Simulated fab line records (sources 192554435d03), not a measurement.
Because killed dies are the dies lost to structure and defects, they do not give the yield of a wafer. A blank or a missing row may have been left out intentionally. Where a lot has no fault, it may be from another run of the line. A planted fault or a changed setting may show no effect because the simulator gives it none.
Chamber matching    flow n5_finfet    N5_HKMG_FIN_ETCH_55 on rie_diel-04: 4 sister chambers
The step etches SOC in N2/H2, target depth 240 nm, time 300 s. 4 wafers are shown with their chamber, then 7 later ones without.

== WAFERS, EACH WITH ITS CHAMBER ==
wafer   chamber  drypump_motor_current_A (A)
L075.1  3        6.5
L077.2  2        5.8
L085.3  0        5.2
L085.5  1        5.3

== WAFERS WITH NO CHAMBER GIVEN ==
wafer   drypump_motor_current_A (A)
L085.6  5.7
L086.1  6.5
L086.3  5.3
L086.4  5.2
L088.1  6.5
L088.3  5.2
L088.4  5.3

== WHICH CHAMBER EACH ONE RAN IN ==
wafer   from the rows above  in truth
L085.6  2                    2
L086.1  3                    3
L086.3  1                    1
L086.4  0                    0
L088.1  3                    3
L088.3  0                    0
L088.4  1                    1
Correct placement for 7 of the 7. Left unplaced by these rows: 0. Wrongly placed: 0.
How it was worked out, from the rows above alone: a wafer's distance from a chamber is the root of the sum, over the readings, of the square of ((its reading less the chamber's mean) divided by the reading's scatter). The wafer belongs to the nearest chamber; if the next one is less than 2 further off, it can't be placed. The mean given for a chamber averages the wafers shown for that chamber. The scatter: root of mean squared gap, hidden wafer to nearest shown wafer, with one shown wafer a chamber.
